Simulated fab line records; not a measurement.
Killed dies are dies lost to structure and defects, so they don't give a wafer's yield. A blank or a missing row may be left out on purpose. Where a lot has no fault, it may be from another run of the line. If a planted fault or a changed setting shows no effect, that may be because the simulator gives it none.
fab line records	flow nand_harc
record lots=14	wafers=42	last_day=24
route steps=1159 shown A_CHANNEL_HOLE_D1@474 A_CHANNEL_FILL_D1@494
lots that met no fault: from a run of the same line without faults
start_h: start of the lot's first displayed wafer, in hours after the record's first day	wait_h: time in hours since the lot's previous step	" as in the row above	L1.1+2: one row covering several wafers at once	- value missing, or start not given	* or withheld: withheld	< > ~ a bound
route shown NAME@n: NAME is a module with steps in the file, n the number in the route of the first one	usual: mean and standard deviation over wafers with no fault	same: alike in all rows	chamber/n: place in a boat	sites: readings site by site	_std_site: the standard deviation of these	_edge_site: inner sites' mean taken away from outer sites' mean	radius_mm: how far each site lies from the wafer's centre	mask NAME#n: copy n	behind: the tool/chamber that last shaped the wafer	hold: the reason the lot was held/the length of the hold in hours/how it ended	device: transistor that didn't switch, given as n, p or np	end of line: at the end of the route, the tests of the same wafers	a step given without rows: its recipe and nothing more	killed: dies lost to structure and defects at the first sort, not the wafer's yield	map: the dies of a wafer, with x for killed, . for not killed, _ for no die there
set.NAME: the setting that was run; set.NAME@STEP: the one run at that earlier step	model.NAME: the simulator's own value behind a step, which no gauge read
the route's steps for a sample of lots (tables are steps, rows are wafers)
services: a tool's chamber out of use, with start hour (start_h, from the record's first day; less than 0 if before it), hours out, and reason
## steps
# step NHARC_A_CHANNEL_HOLE_D1_ETCH_22
# recipe bias_v=3000	source_w=withheld	pressure_mtorr=20	time_s=666.7	ar_flow_sccm=375	c4f8_flow_sccm=89.3	o2_flow_sccm=35.7	temp_c=-20	target_depth_a=16000	chemistry=C4F8/O2/Ar
# usual drypump_motor_current_A=5.7/0.31	showerhead_plenum_p_Torr=3.75/0.054	temp_c=-20.03/0.1	throttle_valve_pct=32.155/0.0091
lot.wafer	tool	chamber	start_h	wait_h	drypump_motor_current_A	rf_hours_counter_h	showerhead_plenum_p_Torr	temp_c	throttle_valve_pct
L872.2	har_etch-01	0	176.09	0.4	6.1	191	3.82	-20.10	32.144
L872.1	"	1	"	"	5.2	191	3.82	-19.96	32.136
L872.6	"	1	"	"	5.2	-	3.83	-19.88	32.162
L874.1	har_etch-01	1	186.78	0.4	5.2	194	3.82	-20.02	32.148
L874.4	"	0	"	"	6.1	-	3.82	-19.83	32.155
L874.5	"	0	"	"	6.0	-	3.82	-20.09	32.154
L875.4	har_etch-01	1	191.44	0.4	5.2	-	3.82	-20.13	32.158
L875.3	"	0	"	"	6.0	-	3.82	-19.91	32.172
L875.5	"	1	"	"	5.3	-	3.82	-20.14	32.154
L878.1	har_etch-01	1	208.40	0.4	5.3	207	3.82	-20.07	32.156
L878.4	"	1	"	"	5.2	-	3.82	-19.90	32.150
L878.6	"	0	"	"	6.1	-	3.82	-20.14	32.153
L880.1	har_etch-02	0	219.10	0.4	5.5	124	3.71	-20.28	32.173
L880.3	"	1	"	"	5.8	-	3.71	-20.12	32.152
L880.5	"	1	"	"	5.8	-	3.71	-20.11	32.162
L881.2	har_etch-01	0	219.76	0.4	6.1	212	3.81	-19.97	32.161
L881.6	"	1	"	"	5.2	-	3.81	-19.97	32.140
L881.5	"	0	"	"	6.1	-	3.81	-20.11	32.150
L879.2	har_etch-02	0	223.24	0.4	5.5	128	3.71	-20.03	32.170
L879.1	"	1	"	"	5.8	128	3.71	-19.85	32.158
L879.5	"	1	"	"	5.8	-	3.71	-19.92	32.164
L882.1	har_etch-01	1	239.23	0.4	5.3	216	3.81	-20.06	32.151
L882.4	"	0	"	"	6.1	-	3.81	-20.20	32.172
L882.5	"	0	"	"	6.1	-	3.81	-20.16	32.156
L883.1	har_etch-02	1	240.73	0.4	5.8	132	3.70	-19.98	32.147
L883.5	"	0	"	"	5.5	-	3.71	-19.82	32.149
L883.6	"	1	"	"	5.8	-	3.70	-19.92	32.156
L888.2	har_etch-02	1	277.40	0.4	5.8	148	3.70	-19.96	32.160
L888.4	"	1	"	"	5.8	-	3.70	-20.26	32.143
L888.6	"	1	"	"	5.8	-	3.69	-20.11	32.174
L890.1	har_etch-01	0	286.47	0.4	6.1	241	3.80	-20.08	32.155
L890.3	"	0	"	"	6.1	-	3.80	-20.06	32.163
L890.5	"	1	"	"	5.2	-	3.80	-19.95	32.146
L891.2	har_etch-02	1	287.99	0.4	5.8	153	3.69	-20.00	32.162
L891.1	"	0	"	"	5.5	153	3.70	-19.92	32.148
L891.3	"	0	"	"	5.5	-	3.70	-20.05	32.152
L893.3	har_etch-02	1	295.23	0.4	5.8	-	3.69	-20.04	32.162
L893.5	"	1	"	"	5.8	-	3.69	-19.83	32.153
L893.6	"	0	"	"	5.5	-	3.70	-19.99	32.145
L894.1	har_etch-02	1	316.14	0.4	5.9	168	3.68	-20.04	32.165
L894.4	"	1	"	"	5.8	-	3.68	-20.17	32.136
L894.6	"	1	"	"	5.8	-	3.68	-20.04	32.156
# step NHARC_A_CHANNEL_HOLE_D1_ETCH_24
# recipe bias_v=5000	source_w=withheld	pressure_mtorr=20	time_s=906.2	ar_flow_sccm=375	c4f8_flow_sccm=93.8	o2_flow_sccm=31.2	temp_c=-20	target_depth_a=15000	chemistry=C4F8/O2/Ar
# usual drypump_motor_current_A=5.7/0.31	showerhead_plenum_p_Torr=3.75/0.054	temp_c=-19.98/0.1	throttle_valve_pct=32.236/0.009
lot.wafer	tool	chamber	start_h	wait_h	drypump_motor_current_A	rf_hours_counter_h	showerhead_plenum_p_Torr	temp_c	throttle_valve_pct
L872.2	har_etch-01	0	177.34	0.6	6.2	192	3.82	-19.95	32.236
L872.1	"	1	"	"	5.3	192	3.82	-19.93	32.227
L872.6	"	1	"	"	5.3	-	3.82	-19.91	32.246
L874.1	har_etch-01	1	188.04	0.6	5.2	196	3.82	-20.04	32.231
L874.4	"	0	"	"	6.1	-	3.82	-19.99	32.240
L874.5	"	0	"	"	6.1	-	3.82	-20.03	32.232
L875.4	har_etch-01	1	192.76	0.6	5.2	-	3.81	-19.84	32.241
L875.3	"	0	"	"	6.1	-	3.82	-19.94	32.221
L875.5	"	1	"	"	5.2	-	3.82	-19.93	32.237
L878.1	har_etch-01	1	209.66	0.6	5.3	208	3.81	-20.06	32.243
L878.4	"	1	"	"	5.3	-	3.81	-20.10	32.232
L878.6	"	0	"	"	6.1	-	3.81	-20.03	32.222
L880.1	har_etch-02	0	220.37	0.6	5.5	125	3.71	-19.91	32.240
L880.3	"	1	"	"	5.8	-	3.70	-20.08	32.239
L880.5	"	1	"	"	5.8	-	3.70	-20.04	32.228
L881.2	har_etch-01	0	221.07	0.6	6.1	213	3.81	-20.02	32.224
L881.6	"	1	"	"	5.2	-	3.81	-19.87	32.241
L881.5	"	0	"	"	6.2	-	3.81	-19.93	32.227
L879.2	har_etch-02	0	224.50	0.6	5.5	129	3.71	-19.81	32.223
L879.1	"	1	"	"	5.8	129	3.70	-20.08	32.233
L879.5	"	1	"	"	5.8	-	3.70	-20.08	32.267
L882.1	har_etch-01	1	240.53	0.6	5.2	217	3.81	-20.06	32.237
L882.4	"	0	"	"	6.1	-	3.80	-19.80	32.244
L882.5	"	0	"	"	6.1	-	3.80	-19.91	32.230
L883.1	har_etch-02	1	242.03	0.6	5.8	133	3.70	-19.99	32.226
L883.5	"	0	"	"	5.5	-	3.71	-19.96	32.229
L883.6	"	1	"	"	5.8	-	3.70	-19.89	32.224
L888.2	har_etch-02	1	278.67	0.6	5.8	149	3.69	-20.19	32.237
L888.4	"	1	"	"	5.8	-	3.69	-20.07	32.239
L888.6	"	1	"	"	5.8	-	3.69	-19.94	32.240
L890.1	har_etch-01	0	287.74	0.6	6.1	242	3.79	-19.90	32.230
L890.3	"	0	"	"	6.1	-	3.79	-19.88	32.231
L890.5	"	1	"	"	5.3	-	3.79	-20.01	32.242
L891.2	har_etch-02	1	289.25	0.6	5.8	155	3.69	-20.17	32.242
L891.1	"	0	"	"	5.5	155	3.69	-20.06	32.241
L891.3	"	0	"	"	5.5	-	3.69	-20.05	32.221
L893.3	har_etch-02	1	296.56	0.6	5.8	-	3.68	-19.96	32.229
L893.5	"	1	"	"	5.8	-	3.68	-20.07	32.249
L893.6	"	0	"	"	5.5	-	3.69	-19.88	32.240
L894.1	har_etch-02	1	317.44	0.6	5.8	169	3.68	-19.88	32.228
L894.4	"	1	"	"	5.8	-	3.68	-19.77	32.247
L894.6	"	1	"	"	5.9	-	3.68	-19.77	32.253
# step NHARC_A_CHANNEL_FILL_D1_ALD_14
# recipe target_thk_a=25	pulse_time_s=10	ald_cycles=25	temp_c=300	material=SiO2
# usual heater_power_w=478/41	precursor_pulse_height_rel=1.003/0.019
lot.wafer	tool	chamber	start_h	wait_h	heater_power_w	precursor_pulse_height_rel
L872.2	ald_hk-01	1	190.85	0.0	428	1.010
L872.1	"	2	"	"	517	1.022
L872.6	"	1	"	"	431	1.008
L874.4	ald_hk-04	0	204.74	4.2	514	0.987
L874.1	"	2	"	"	455	0.988
L874.5	"	1	"	"	501	0.996
L875.3	ald_hk-04	0	208.29	0.0	512	1.010
L875.4	"	1	"	"	498	0.999
L875.5	"	0	"	"	521	0.997
L878.1	ald_hk-02	2	219.46	0.0	525	0.993
L878.4	"	1	"	"	472	1.019
L878.6	"	2	"	"	530	1.010
L880.3	ald_hk-04	1	231.08	0.0	494	1.009
L880.1	"	0	"	"	509	0.977
L880.5	"	2	"	"	441	0.999
L881.2	ald_hk-04	2	231.30	0.3	450	0.994
L881.6	"	2	"	"	451	1.001
L881.5	"	3	"	"	526	1.010
L879.1	ald_hk-02	0	235.30	0.0	400	1.023
L879.2	"	3	"	"	431	1.026
L879.5	"	1	"	"	470	1.041
L882.1	ald_hk-02	1	251.18	0.1	482	0.996
L882.4	"	2	"	"	504	1.031
L882.5	"	0	"	"	409	0.984
L883.1	ald_hk-02	1	251.36	0.3	475	0.993
L883.6	"	1	"	"	474	1.036
L883.5	"	2	"	"	542	1.019
L888.2	ald_hk-01	3	289.33	0.3	517	1.024
L888.4	"	0	"	"	416	1.007
L888.6	"	3	"	"	497	1.004
L890.1	ald_hk-02	3	298.47	0.0	463	1.020
L890.3	"	2	"	"	513	0.996
L890.5	"	0	"	"	410	1.051
L891.2	ald_hk-02	1	298.69	0.3	460	1.011
L891.1	"	2	"	"	511	1.009
L891.3	"	0	"	"	412	1.001
L893.3	ald_hk-01	2	307.53	0.5	530	1.024
L893.5	"	2	"	"	529	0.981
L893.6	"	3	"	"	519	1.014
L894.1	ald_hk-01	0	331.35	1.2	415	0.969
L894.4	"	2	"	"	529	1.004
L894.6	"	0	"	"	426	0.997
# step NHARC_A_CHANNEL_FILL_D1_ETCHBACK_19
# recipe target_depth_a=50	time_s=1.7	hbr_flow_sccm=150	cl2_flow_sccm=50	rf_w=400	icp_w=400	bias_w=100	chemistry=HBr/Cl2
# usual drypump_motor_current_A=5.8/0.51	hbr_flow_sccm=150.0/0.41	oes_product_au=1.000/0.0096	throttle_valve_pct=26.405/0.0094
lot.wafer	tool	chamber	start_h	wait_h	drypump_motor_current_A	hbr_flow_sccm	oes_product_au	rf_hours_counter_h	throttle_valve_pct
L872.1	rie_si-06	0	212.01	0.4	5.3	149.8	1.004	0.2	26.394
L872.2	"	3	"	"	5.9	149.7	0.984	0.2	26.414
L872.6	"	1	"	"	6.4	150.1	1.003	-	26.407
L874.4	rie_si-03	0	221.79	0.4	6.2	149.5	1.004	0.5	26.400
L874.1	"	1	"	"	5.2	150.2	0.994	0.5	26.403
L874.5	"	0	"	"	6.2	150.1	1.002	-	26.401
L875.3	rie_si-01	1	225.86	0.4	5.2	150.4	1.007	0.6	26.404
L875.4	"	0	"	"	5.0	149.6	0.994	0.8	26.412
L875.5	"	1	"	"	5.2	150.1	1.011	-	26.418
L878.4	rie_si-03	1	236.40	0.4	5.2	149.9	1.001	0.6	26.396
L878.1	"	3	"	"	6.5	149.3	1.016	0.7	26.385
L878.6	"	2	"	"	5.9	150.4	1.001	-	26.406
L880.3	rie_si-06	3	248.14	0.4	5.9	149.8	0.995	0.5	26.399
L880.1	"	2	"	"	6.3	150.4	0.983	0.5	26.398
L880.5	"	3	"	"	5.8	150.7	1.002	-	26.406
L881.2	rie_si-03	1	248.18	0.4	5.2	150.6	1.004	0.7	26.393
L881.5	"	2	"	"	5.9	150.1	0.992	-	26.392
L881.6	"	3	"	"	6.5	149.8	1.007	-	26.403
L879.2	rie_si-01	3	252.30	0.4	5.9	149.7	0.988	1.0	26.410
L879.1	"	2	"	"	5.9	150.5	0.989	1.1	26.419
L879.5	"	3	"	"	5.9	150.0	0.985	-	26.408
L882.4	rie_si-03	2	268.04	0.4	5.9	149.7	0.996	1.0	26.414
L882.1	"	0	"	"	6.2	149.7	0.995	0.7	26.399
L882.5	"	2	"	"	5.9	149.9	1.010	-	26.394
L883.1	rie_si-06	1	268.06	0.4	6.3	150.2	1.013	0.7	26.396
L883.6	"	2	"	"	6.4	150.7	0.991	-	26.392
L883.5	"	3	"	"	5.8	149.4	1.005	-	26.413
L888.4	rie_si-03	3	307.80	0.4	6.5	149.9	0.987	1.3	26.397
L888.2	"	1	"	"	5.2	149.5	0.753	1.1	26.410
L888.6	"	3	"	"	6.5	150.2	0.998	-	26.409
L890.3	rie_si-03	2	315.47	0.4	5.9	151.3	0.998	1.4	26.426
L890.1	"	3	"	"	6.5	149.9	0.990	1.3	26.415
L890.5	"	1	"	"	5.2	149.8	0.753	-	26.428
L891.3	rie_si-01	0	315.48	0.4	5.0	149.9	0.986	0.1	26.410
L891.2	"	1	"	"	5.2	149.8	0.997	0.1	26.395
L891.1	"	2	"	"	5.9	150.1	1.000	0.1	26.402
L893.3	rie_si-01	1	325.28	0.4	5.2	150.3	1.001	0.2	26.393
L893.5	"	2	"	"	5.9	149.8	1.019	-	26.423
L893.6	"	3	"	"	5.9	150.2	1.001	-	26.387
L894.4	rie_si-06	0	348.29	0.4	5.4	151.4	1.001	1.4	26.400
L894.1	"	3	"	"	5.9	150.1	0.991	1.3	26.404
L894.6	"	1	"	"	6.3	149.8	0.993	-	26.410
## services
tool	chamber	start_h	hours	kind
rie_si-03	-	155.00	9.0	pm
rie_si-03	0	155.00	9.0	vent_cycle
rie_si-03	1	155.00	9.0	vent_cycle
rie_si-03	2	155.00	9.0	vent_cycle
rie_si-03	3	155.00	9.0	vent_cycle
rie_si-01	1	157.61	21.6	repair
rie_si-03	0	164.00	-	clean
rie_si-03	1	164.00	-	clean
rie_si-06	-	183.00	9.0	pm
ald_hk-04	-	194.74	10.0	pm
ald_hk-01	-	229.01	10.0	pm
ald_hk-02	-	256.30	1.3	repair
rie_si-01	1	273.95	12.3	repair
rie_si-06	3	278.60	3.8	repair
rie_si-03	0	279.09	13.4	repair
rie_si-01	-	304.00	9.0	pm
har_etch-01	-	305.00	17.0	pm
har_etch-01	0	305.00	17.0	vent_cycle
har_etch-01	1	305.00	17.0	vent_cycle
har_etch-01	0	322.00	-	clean
har_etch-01	0	322.00	-	consumable_replace:focus_ring
har_etch-01	1	322.00	-	clean
har_etch-01	1	322.00	-	consumable_replace:focus_ring
rie_si-03	-	332.00	9.0	pm
## key
first_sign step=NHARC_A_CHANNEL_FILL_D1_ETCHBACK_19	reading=oes_product_au	direction=down	sigmas=26	usual=1.000	struck=0.753
effect none on later readings
met_at NHARC_A_CHANNEL_FILL_D1_ETCHBACK_19
struck_lots L888,L890
struck_wafers L888.2,L890.5
sort_left_out L888.2,L890.5
tester_left_out L888,L890
not_acting_at NHARC_A_CHANNEL_HOLE_D1_ETCH_22,NHARC_A_CHANNEL_HOLE_D1_ETCH_24,NHARC_A_CHANNEL_FILL_D1_ALD_14
onset_between 268.04 307.80
fault kind=process_parameter_drift	tool=rie_si-03	chamber=-	onset_h=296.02	steps=NHARC_A_CHANNEL_FILL_D1_ETCHBACK_19	channel=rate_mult	offset=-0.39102	shape=step	end_h=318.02	scope=struck_wafers_only
# tester_left_out: of these lots the tester's yield and bins aren't shown, on N5 and GAA mostly nor the transistor test; their killed dies are dies lost to structure and defects alone, not to doping, threshold or leakage, so they don't give the yield
# sort_left_out: the simulated sort isn't trusted on such a fault, so these wafers' sort isn't shown, and their yield isn't known
